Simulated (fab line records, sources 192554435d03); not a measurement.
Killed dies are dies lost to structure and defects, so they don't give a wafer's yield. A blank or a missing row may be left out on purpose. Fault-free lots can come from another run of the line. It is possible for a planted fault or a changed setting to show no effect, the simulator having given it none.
fab line records	flow n5_finfet	part 1 of 2: steps 1 to 21 of 34
record lots=5	wafers=15	last_day=17
route steps=1938 shown SPACER0@259 SD_EPI_N@262
lots that met no fault: from a run of the same line without faults
start_h: hours from the record's opening day to when the first of the lot's shown wafers began	wait_h: hours from the lot's prior step to this one	" as in the row above	L1.1+2: a single row standing in for several wafers	- no value present, or no start provided	* or withheld: withheld	< > ~ a bound
route shown NAME@n: a module of which the file shows steps, and the number in the route of the first	usual: mean/standard deviation of fault-free wafers	same: alike in all rows	chamber/n: place in a boat	sites: readings site by site	_std_site: standard deviation across them	_edge_site: inner sites' mean taken away from outer sites' mean	radius_mm: for every site, how far away it sits from the centre of the wafer	mask NAME#n: copy n	behind: the last tool/chamber to shape the wafer	hold: cause of the lot's hold/its duration in hours/its outcome	device: transistor that didn't switch, given as n, p or np	end of line: the tests these same wafers got at the end of their route	step lacking rows: just its recipe	killed: dies that structure and defects cost at the first sort, which is not the same as the wafer's yield	map: dies across one wafer; x = killed, . = not, _ = none there
set.NAME: setting as actually run; set.NAME@STEP: the setting as run at that earlier step	model.NAME: the simulator's own value behind a step, which no gauge read
lots at selected steps of the route; one table per step, one row per wafer
services: from which hour (start_h, from the record's first day; less than 0 if before it) a tool's chamber was out of use, for how many hours, and why
## steps
# step N5_SPACER0_ALD_00
# recipe material=SiOCN	target_thk_a=35	temp_c=400	ald_precursor_family=alkyl-aminosilane	ald_co_reactant=O2/N2-plasma	pulse_time_s=3	purge_time_s=2	co_reactant_purge_time_s=2	ald_cycles=58	pressure_torr=2
# usual heater_power_w=842/110	precursor_pulse_height_rel=1.002/0.02
# same purge_time_s=2
lot.wafer	tool	chamber	start_h	wait_h	heater_power_w	precursor_pulse_height_rel
L079.1	ald_sin-01	0	77.49	0.1	850	1.030
L079.2	"	1	"	"	759	1.021
L079.4	"	2	"	"	972	1.001
L091.1	ald_sin-02	1	155.37	0.1	666	1.015
L091.3	"	3	"	"	858	1.000
L091.4	"	0	"	"	882	0.979
L092.1	ald_sin-01	3	156.09	0.1	955	0.987
L092.2	"	2	"	"	986	1.017
L092.3	"	1	"	"	756	0.995
L093.3	ald_sin-01	2	163.86	0.2	1004	1.019
L093.4	"	3	"	"	947	0.991
L093.5	"	3	"	"	970	1.024
L095.2	ald_sin-03	0	174.46	0.1	820	1.022
L095.5	"	0	"	"	832	1.005
L095.6	"	3	"	"	724	1.008
# step N5_SPACER0_ALD_08
# recipe material=SiNx	target_thk_a=20	temp_c=400	ald_precursor_family=SiH2I2	ald_co_reactant=N2/H2-plasma	pressure_torr=2
# usual heater_power_w=841/110
lot.wafer	tool	chamber	start_h	wait_h	heater_power_w
L079.1	ald_sin-01	0	77.74	0.1	834
L079.2	"	1	"	"	747
L079.4	"	2	"	"	965
L091.1	ald_sin-02	1	155.63	0.1	669
L091.3	"	3	"	"	862
L091.4	"	0	"	"	892
L092.1	ald_sin-01	3	156.34	0.1	950
L092.2	"	2	"	"	990
L092.3	"	1	"	"	754
L093.3	ald_sin-01	2	164.18	0.2	981
L093.4	"	3	"	"	924
L093.5	"	3	"	"	952
L095.2	ald_sin-03	0	174.71	0.1	826
L095.5	"	0	"	"	847
L095.6	"	3	"	"	730
# step N5_SPACER0_INSPECT_04
# recipe inspect_instrument=darkfield	mode=post_dep
# usual raw_defect_count=141/36
lot.wafer	tool	chamber	start_h	wait_h	raw_defect_count
L079.1	defect_inspect-02	-	77.90	0.1	142
L079.2	"	-	"	"	89
L079.4	"	-	"	"	159
L091.1	defect_inspect-02	-	155.79	0.1	146
L091.3	"	-	"	"	144
L091.4	"	-	"	"	159
L092.1	defect_inspect-02	-	156.50	0.1	92
L092.2	"	-	"	"	85
L092.3	"	-	"	"	134
L093.3	defect_inspect-01	-	164.33	0.1	132
L093.4	"	-	"	"	126
L093.5	"	-	"	"	98
L095.2	defect_inspect-02	-	174.87	0.1	111
L095.5	"	-	"	"	134
L095.6	"	-	"	"	122
# step N5_SD_EPI_N_COAT_32
# recipe resist=SOC	temp_c=250	time_s=60	spin_rpm=1500	resist_thk_nm=350
# usual plate_temp_C=250.00/0.17
lot.wafer	tool	chamber	start_h	wait_h	plate_temp_C
L079.1	litho_track-05	0	77.93	0.0	250.03
L079.2	"	0	"	"	250.00
L079.4	"	0	"	"	249.99
L091.1	litho_track-05	0	155.82	0.0	250.02
L091.3	"	0	"	"	249.65
L091.4	"	0	"	"	249.73
L092.1	litho_track-05	0	156.53	0.0	249.98
L092.2	"	0	"	"	249.67
L092.3	"	0	"	"	249.71
L093.3	litho_track-03	0	164.37	0.0	250.18
L093.4	"	0	"	"	249.97
L093.5	"	0	"	"	250.05
L095.2	litho_track-02	0	174.90	0.0	249.94
L095.5	"	0	"	"	249.83
L095.6	"	0	"	"	249.80
# step N5_SD_EPI_N_COAT_33
# recipe resist=SiARC	temp_c=220	time_s=60	spin_rpm=1500	resist_thk_nm=35
# usual plate_temp_C=219.99/0.16
lot.wafer	tool	chamber	start_h	wait_h	plate_temp_C
L079.1	litho_track-05	0	-	-	220.07
L079.2	"	0	"	"	219.97
L079.4	"	0	"	"	220.07
L091.1	litho_track-05	0	-	-	220.16
L091.3	"	0	"	"	219.95
L091.4	"	0	"	"	220.46
L092.1	litho_track-05	0	-	-	219.88
L092.2	"	0	"	"	220.03
L092.3	"	0	"	"	220.16
L093.3	litho_track-03	0	-	-	220.11
L093.4	"	0	"	"	219.93
L093.5	"	0	"	"	220.00
L095.2	litho_track-02	0	-	-	219.76
L095.5	"	0	"	"	220.10
L095.6	"	0	"	"	219.96
# step N5_SD_EPI_N_COAT_03
# recipe resist=CAR-ArF-block	spin_rpm=1500	resist_thk_nm=150
lot.wafer	tool	chamber	start_h	wait_h
L079.1+2+4	litho_track-05	0	-	-
L091.1+3+4	litho_track-05	0	-	-
L092.1+2+3	litho_track-05	0	-	-
L093.3+4+5	litho_track-03	0	-	-
L095.2+5+6	litho_track-02	0	-	-
# step N5_SD_EPI_N_EBR_05
# recipe solvent=PGMEA	ebr_width_mm=1.5
lot.wafer	tool	chamber	start_h	wait_h
L079.1+2+4	litho_track-05	0	-	-
L091.1+3+4	litho_track-05	0	-	-
L092.1+2+3	litho_track-05	0	-	-
L093.3+4+5	litho_track-03	0	-	-
L095.2+5+6	litho_track-02	0	-	-
# step N5_SD_EPI_N_SOFTBAKE_04
# recipe temp_c=110	time_s=60	resist=CAR-ArF-block
# usual plate_temp_C=110.00/0.12
lot.wafer	tool	chamber	start_h	wait_h	plate_temp_C
L079.1	litho_track-05	0	-	-	110.02
L079.2	"	0	"	"	109.98
L079.4	"	0	"	"	109.91
L091.1	litho_track-05	0	-	-	110.12
L091.3	"	0	"	"	110.04
L091.4	"	0	"	"	109.96
L092.1	litho_track-05	0	-	-	109.96
L092.2	"	0	"	"	109.78
L092.3	"	0	"	"	110.11
L093.3	litho_track-03	0	-	-	110.00
L093.4	"	0	"	"	110.16
L093.5	"	0	"	"	110.01
L095.2	litho_track-02	0	-	-	110.10
L095.5	"	0	"	"	109.95
L095.6	"	0	"	"	109.96
# step N5_SD_EPI_N_EXPOSE_06
# recipe mask_id=SD_N_BLK	na=1.35	source_shape=conventional	sigma_outer=0.8	polarization=unpolarized	target_cd_nm=120	dose_mj=39.75
lot.wafer	tool	chamber	start_h	wait_h	mask
L079.1+2+4	arfi_scanner-02	0	78.18	-	SD_N_BLK#0
L091.1+3+4	arfi_scanner-02	0	156.06	-	SD_N_BLK#0
L092.1+2+3	arfi_scanner-03	0	156.78	-	SD_N_BLK#0
L093.3+4+5	arfi_scanner-01	0	164.62	-	SD_N_BLK#0
L095.2+5+6	arfi_scanner-01	0	175.15	-	SD_N_BLK#0
# step N5_SD_EPI_N_PEB_07
# recipe peb_temp_c=110	peb_time_s=60	resist=CAR-ArF-block
# usual plate_temp_C=110.01/0.13
lot.wafer	tool	chamber	start_h	wait_h	plate_temp_C
L079.1	litho_track-03	0	78.23	0.1	109.95
L079.2	"	0	"	"	110.05
L079.4	"	0	"	"	110.06
L091.1	litho_track-03	0	156.12	0.1	110.19
L091.3	"	0	"	"	110.08
L091.4	"	0	"	"	110.02
L092.1	litho_track-05	0	156.83	0.1	109.85
L092.2	"	0	"	"	109.97
L092.3	"	0	"	"	110.02
L093.3	litho_track-03	0	164.67	0.0	109.97
L093.4	"	0	"	"	110.18
L093.5	"	0	"	"	110.09
L095.2	litho_track-03	0	175.20	0.0	110.02
L095.5	"	0	"	"	109.85
L095.6	"	0	"	"	110.03
# step N5_SD_EPI_N_DEVELOP_08
# recipe develop_time_s=30	developer=TMAH	resist=CAR-ArF-block	dev_temp_c=23	rinse_liquid=diw	dry=air_spin
lot.wafer	tool	chamber	start_h	wait_h
L079.1+2+4	litho_track-03	0	-	-
L091.1+3+4	litho_track-03	0	-	-
L092.1+2+3	litho_track-05	0	-	-
L093.3+4+5	litho_track-03	0	-	-
L095.2+5+6	litho_track-03	0	-	-
# step N5_SD_EPI_N_CD_MEAS_09
# recipe target_cd_nm=120	landing_energy_ev=500	detector=se_inlens
# usual cd_nm=119.3/0.67
# same landing_energy_ev=500
lot.wafer	tool	chamber	start_h	wait_h	cd_nm
L079.1	cd_sem-02	0	78.30	-	119.4
L079.2	"	0	"	"	118.8
L079.4	"	0	"	"	119.0
L091.1	cd_sem-02	0	156.19	-	120.1
L091.3	"	0	"	"	120.2
L091.4	"	0	"	"	119.6
L092.1	cd_sem-03	0	156.90	-	120.5
L092.2	"	0	"	"	119.8
L092.3	"	0	"	"	120.4
L093.3	cd_sem-01	0	164.74	-	119.7
L093.4	"	0	"	"	119.5
L093.5	"	0	"	"	119.3
L095.2	cd_sem-02	0	175.27	-	118.7
L095.5	"	0	"	"	118.5
L095.6	"	0	"	"	118.5
# step N5_SD_EPI_N_OVL_MEAS_10
# recipe points_per_wafer=44
# usual SD_N_BLK_OVL=-0.2/0.79
lot.wafer	tool	chamber	start_h	wait_h	SD_N_BLK_OVL[nm]
L079.1	overlay-01	0	78.33	0.0	0.2
L079.2	"	0	"	"	2.1
L079.4	"	0	"	"	1.3
L091.1	overlay-01	0	156.22	0.0	-1.0
L091.3	"	0	"	"	-1.3
L091.4	"	0	"	"	-0.8
L092.1	overlay-02	0	156.93	0.0	-1.4
L092.2	"	0	"	"	0.2
L092.3	"	0	"	"	-0.2
L093.3	overlay-02	0	164.76	0.0	0.4
L093.4	"	0	"	"	0.0
L093.5	"	0	"	"	1.1
L095.2	overlay-02	0	175.30	0.0	0.5
L095.5	"	0	"	"	-0.9
L095.6	"	0	"	"	-0.4
# step N5_SD_EPI_N_INSPECT_11
# recipe mode=adi	inspect_instrument=macro
# usual raw_defect_count=2.1/1.4
lot.wafer	tool	chamber	start_h	wait_h	raw_defect_count
L079.1	defect_inspect-02	-	78.35	0.0	1
L079.2	"	-	"	"	2
L079.4	"	-	"	"	2
L091.1	defect_inspect-02	-	156.24	0.0	4
L091.3	"	-	"	"	1
L091.4	"	-	"	"	1
L092.1	defect_inspect-02	-	156.95	0.0	1
L092.2	"	-	"	"	2
L092.3	"	-	"	"	1
L093.3	defect_inspect-01	-	164.79	0.0	1
L093.4	"	-	"	"	3
L093.5	"	-	"	"	1
L095.2	defect_inspect-02	-	175.32	0.0	1
L095.5	"	-	"	"	4
L095.6	"	-	"	"	2
# step N5_SD_EPI_N_DESCUM_14
# recipe chemistry=O2	time_s=7.9	source_power_w=50	bias_power_w=20	pressure_mtorr=20	rf_frequency_hz=2.712e+07	temp_c=40	resist=CAR-ArF-block	o2_flow_sccm=225
# usual drypump_motor_current_A=5.6/0.51	oes_product_au=0.80/0.091	rf_vpp_V=243.3/1.4	showerhead_plenum_p_Torr=2.11/0.075	throttle_valve_pct=20.3/0.33
lot.wafer	tool	chamber	start_h	wait_h	drypump_motor_current_A	oes_product_au	rf_hours_counter_h	rf_vpp_V	showerhead_plenum_p_Torr	throttle_valve_pct
L079.1	rie_diel-02	2	78.39	0.0	5.3	0.95	7	245.0	2.26	20.0
L079.2	"	0	"	"	5.7	0.89	34	242.4	2.05	20.0
L079.4	"	3	"	"	5.8	0.86	75	243.6	2.11	20.1
L091.1	rie_diel-05	0	156.29	0.1	5.3	0.82	93	242.5	2.03	20.1
L091.3	"	1	"	"	4.8	0.96	5	243.4	2.06	19.8
L091.4	"	3	"	"	5.4	0.69	234	242.1	2.08	20.5
L092.1	rie_diel-05	2	157.02	0.1	5.6	0.80	99	244.1	2.11	20.3
L092.2	"	1	"	"	4.9	0.97	5	243.0	2.06	19.8
L092.3	"	0	"	"	5.2	0.81	93	241.9	2.03	20.1
L093.3	rie_diel-02	3	164.82	0.0	5.8	0.81	105	243.3	2.10	20.1
L093.4	"	1	"	"	6.0	0.72	209	243.4	2.16	20.5
L093.5	"	2	"	"	5.3	0.88	-	245.2	2.25	20.1
L095.2	rie_diel-05	1	175.36	0.0	4.9	0.92	11	243.6	2.06	19.8
L095.5	"	3	"	"	5.4	0.68	-	242.7	2.07	20.5
L095.6	"	0	"	"	5.2	0.80	-	241.6	2.02	20.1
# step N5_SD_EPI_N_ETCH_34
# recipe chemistry=CF4	target=SiARC	target_depth_a=455	mask_material=CAR-ArF-block	time_s=75.8	ion_energy_ev=80	pressure_mtorr=40	source_w=545	bias_w=36	Ar_flow_sccm=100	cf4_flow_sccm=100	ends=cleared
# usual drypump_motor_current_A=5.6/0.51	etch_rf_on_time_s=76.2/2.1	oes_product_au=0.68/0.078	rf_vpp_V=184.1/1.3	showerhead_plenum_p_Torr=2.15/0.066	throttle_valve_pct=15.4/0.32
lot.wafer	tool	chamber	start_h	wait_h	drypump_motor_current_A	etch_rf_on_time_s	oes_product_au	rf_hours_counter_h	rf_vpp_V	showerhead_plenum_p_Torr	throttle_valve_pct
L079.1	rie_diel-02	2	78.42	0.0	5.4	76.4	0.82	7	186.0	2.28	15.0
L079.2	"	0	"	"	5.7	73.0	0.77	34	184.1	2.10	15.2
L079.4	"	3	"	"	5.8	74.2	0.72	75	184.8	2.16	15.3
L091.1	rie_diel-05	0	156.33	0.0	5.3	78.7	0.68	93	182.6	2.08	15.2
L091.3	"	1	"	"	4.8	73.3	0.83	5	184.4	2.11	15.0
L091.4	"	3	"	"	5.4	77.3	0.59	234	183.6	2.12	15.6
L092.1	rie_diel-05	2	157.06	0.0	5.6	78.5	0.68	99	184.5	2.16	15.5
L092.2	"	1	"	"	4.8	75.4	0.83	5	181.4	2.11	15.0
L092.3	"	0	"	"	5.3	79.1	0.68	93	184.3	2.08	15.2
L093.3	rie_diel-02	3	164.86	0.0	5.8	75.2	0.69	105	184.5	2.15	15.4
L093.4	"	1	"	"	6.0	76.5	0.61	209	184.7	2.20	15.7
L093.5	"	2	"	"	5.3	78.0	0.75	-	186.0	2.27	15.1
L095.2	rie_diel-05	1	175.39	0.0	4.9	75.5	0.80	11	183.7	2.11	15.0
L095.5	"	3	"	"	5.4	77.3	0.58	-	184.5	2.12	15.6
L095.6	"	0	"	"	5.3	79.3	0.67	-	183.7	2.07	15.3
# step N5_SD_EPI_N_ETCH_35
# recipe chemistry=N2/H2	target=SOC	overetch_a=1080	mask_material=SiARC	temp_c=40	ion_energy_ev=100	source_w=3000	bias_w=133	pressure_mtorr=20	time_s=486	n2_flow_sccm=200	h2_flow_sccm=200
# usual drypump_motor_current_A=5.6/0.51	oes_product_au=0.72/0.078	rf_vpp_V=240.8/1.3	showerhead_plenum_p_Torr=2.55/0.086	throttle_valve_pct=23.6/0.34
lot.wafer	tool	chamber	start_h	wait_h	drypump_motor_current_A	oes_product_au	rf_hours_counter_h	rf_vpp_V	showerhead_plenum_p_Torr	throttle_valve_pct
L079.1	rie_diel-02	2	78.48	0.0	5.4	0.86	7	242.1	2.70	23.1
L079.2	"	0	"	"	5.7	0.79	34	239.4	2.48	23.2
L079.4	"	3	"	"	5.8	0.74	75	241.4	2.57	23.6
L091.1	rie_diel-05	0	156.38	0.0	5.3	0.73	93	240.1	2.46	23.7
L091.3	"	1	"	"	4.9	0.86	5	241.4	2.49	22.9
L091.4	"	3	"	"	5.4	0.62	234	240.1	2.51	23.9
L092.1	rie_diel-05	2	157.11	0.0	5.6	0.72	99	239.4	2.56	23.6
L092.2	"	1	"	"	4.8	0.86	5	239.6	2.49	22.9
L092.3	"	0	"	"	5.3	0.73	93	240.0	2.46	23.7
L093.3	rie_diel-02	3	164.91	0.0	5.8	0.73	105	240.8	2.56	23.7
L093.4	"	1	"	"	6.0	0.64	209	243.5	2.62	24.0
L093.5	"	2	"	"	5.4	0.80	-	241.9	2.69	23.2
L095.2	rie_diel-05	1	175.45	0.0	4.8	0.83	12	240.7	2.49	22.9
L095.5	"	3	"	"	5.4	0.62	-	240.4	2.51	23.9
L095.6	"	0	"	"	5.3	0.73	-	239.1	2.46	23.7
# step N5_SD_EPI_N_STRIP_36
# recipe chemistry=N2/H2	temp_c=40	n2_flow_sccm=200	h2_flow_sccm=200	rf_frequency_hz=6e+07
lot.wafer	tool	chamber	start_h	wait_h
L079.1+2+4	rie_diel-02	2,0,3	78.79	0.2
L091.1+3+4	rie_diel-05	0,1,3	156.70	0.2
L092.1+2+3	rie_diel-05	2,1,0	157.43	0.2
L093.3+4+5	rie_diel-02	3,1,2	165.23	0.2
L095.2+5+6	rie_diel-05	1,3,0	175.76	0.2
# step N5_SD_EPI_N_ETCHBACK_44
# recipe chemistry=CH3F/O2	mode=anisotropic_etchback	target=SiNx	target_depth_a=145	stop_on=SiO2	over_etch_frac=0.3	ion_energy_ev=120	pressure_mtorr=30	source_w=395	bias_w=73	Ar_flow_sccm=150	CH3F_flow_sccm=30	O2_flow_sccm=20
# usual drypump_motor_current_A=5.6/0.51	oes_product_au=0.69/0.075	rf_vpp_V=298/8.1	showerhead_plenum_p_Torr=2.01/0.06	throttle_valve_pct=16.2/0.33
# same over_etch_frac=0.3
lot.wafer	tool	chamber	start_h	wait_h	drypump_motor_current_A	oes_product_au	rf_hours_counter_h	rf_vpp_V	showerhead_plenum_p_Torr	throttle_valve_pct
L079.1	rie_diel-02	2	78.80	0.0	5.3	0.82	7	311	2.12	15.7
L079.2	"	0	"	"	5.7	0.75	35	299	1.96	15.9
L079.4	"	3	"	"	5.8	0.72	76	294	2.02	16.0
L091.1	rie_diel-05	0	156.71	0.0	5.2	0.70	93	292	1.96	16.1
L091.3	"	1	"	"	4.8	0.83	5	289	1.96	15.6
L091.4	"	3	"	"	5.4	0.60	234	298	1.98	16.4
L092.1	rie_diel-05	2	157.44	0.0	5.7	0.69	99	301	2.03	16.3
L092.2	"	1	"	"	4.8	0.81	5	288	1.96	15.6
L092.3	"	0	"	"	5.3	0.70	93	291	1.96	16.1
L093.3	rie_diel-02	3	165.24	0.0	5.8	0.69	105	292	2.01	16.1
L093.4	"	1	"	"	6.0	0.61	209	309	2.06	16.4
L093.5	"	2	"	"	5.3	0.77	-	313	2.11	15.7
L095.2	rie_diel-05	1	175.77	0.0	4.9	0.80	12	289	1.95	15.6
L095.5	"	3	"	"	5.4	0.58	-	297	1.98	16.4
L095.6	"	0	"	"	5.3	0.69	-	290	1.95	16.1
# step N5_SD_EPI_N_ETCH_45
# recipe chemistry=CH3F/O2	target=SiOCN	target_depth_a=60	mask_material=SOC	ion_energy_ev=60	bias_w=29	pressure_mtorr=15	source_w=410	Ar_flow_sccm=150	CH3F_flow_sccm=30	O2_flow_sccm=20
# usual drypump_motor_current_A=5.6/0.51	oes_product_au=0.80/0.091	rf_vpp_V=127.5/1	showerhead_plenum_p_Torr=2.00/0.06	throttle_valve_pct=23.1/0.34
lot.wafer	tool	chamber	start_h	wait_h	drypump_motor_current_A	oes_product_au	rf_hours_counter_h	rf_vpp_V	showerhead_plenum_p_Torr	throttle_valve_pct
L079.1	rie_diel-02	2	78.90	0.1	5.3	0.96	7	128.8	2.11	22.6
L079.2	"	0	"	"	5.7	0.89	35	127.3	1.95	23.0
L079.4	"	3	"	"	5.8	0.85	76	128.1	2.02	23.0
L091.1	rie_diel-05	0	156.81	0.1	5.3	0.80	93	127.3	1.95	23.2
L091.3	"	1	"	"	4.9	0.96	5	126.7	1.95	22.5
L091.4	"	3	"	"	5.4	0.68	234	127.9	1.98	23.4
L092.1	rie_diel-05	2	157.54	0.1	5.6	0.79	99	128.1	2.02	23.3
L092.2	"	1	"	"	4.8	0.95	5	127.9	1.95	22.5
L092.3	"	0	"	"	5.3	0.80	93	126.6	1.95	23.2
L093.3	rie_diel-02	3	165.34	0.1	5.8	0.80	105	128.1	2.01	23.0
L093.4	"	1	"	"	6.0	0.72	209	127.7	2.05	23.3
L093.5	"	2	"	"	5.3	0.89	-	127.6	2.10	22.7
L095.2	rie_diel-05	1	175.87	0.1	4.9	0.93	12	125.0	1.95	22.5
L095.5	"	3	"	"	5.3	0.68	-	127.2	1.98	23.4
L095.6	"	0	"	"	5.3	0.79	-	127.2	1.95	23.2
# step N5_SD_EPI_N_ETCH_16
# recipe chemistry=CHF3/O2	target=SiO2	target_depth_a=50	mask_material=SOC	pressure_mtorr=30	source_w=650	bias_w=170	Ar_flow_sccm=200	CHF3_flow_sccm=50	O2_flow_sccm=5	ion_energy_ev=200
# usual drypump_motor_current_A=5.6/0.51	oes_product_au=0.80/0.091	rf_vpp_V=524/14	showerhead_plenum_p_Torr=2.42/0.071	throttle_valve_pct=18.7/0.32
lot.wafer	tool	chamber	start_h	wait_h	drypump_motor_current_A	oes_product_au	rf_hours_counter_h	rf_vpp_V	showerhead_plenum_p_Torr	throttle_valve_pct
L079.1	rie_diel-02	2	79.00	0.1	5.3	0.95	7	549	2.55	18.2
L079.2	"	0	"	"	5.7	0.89	35	525	2.37	18.5
L079.4	"	3	"	"	5.8	0.84	76	518	2.44	18.6
L091.1	rie_diel-05	0	156.91	0.1	5.3	0.80	93	514	2.35	18.7
L091.3	"	1	"	"	4.8	0.94	5	508	2.36	18.2
L091.4	"	3	"	"	5.4	0.68	234	524	2.39	18.9
L092.1	rie_diel-05	2	157.64	0.1	5.6	0.79	99	527	2.44	18.8
L092.2	"	1	"	"	4.8	0.96	5	509	2.36	18.2
L092.3	"	0	"	"	5.3	0.79	93	514	2.35	18.7
L093.3	rie_diel-02	3	165.44	0.1	5.8	0.80	105	516	2.43	18.7
L093.4	"	1	"	"	6.0	0.72	209	545	2.47	19.0
L093.5	"	2	"	"	5.3	0.88	-	549	2.53	18.3
L095.2	rie_diel-05	1	175.97	0.1	4.8	0.94	12	510	2.36	18.2
L095.5	"	3	"	"	5.4	0.68	-	525	2.39	18.9
L095.6	"	0	"	"	5.3	0.80	-	514	2.35	18.7
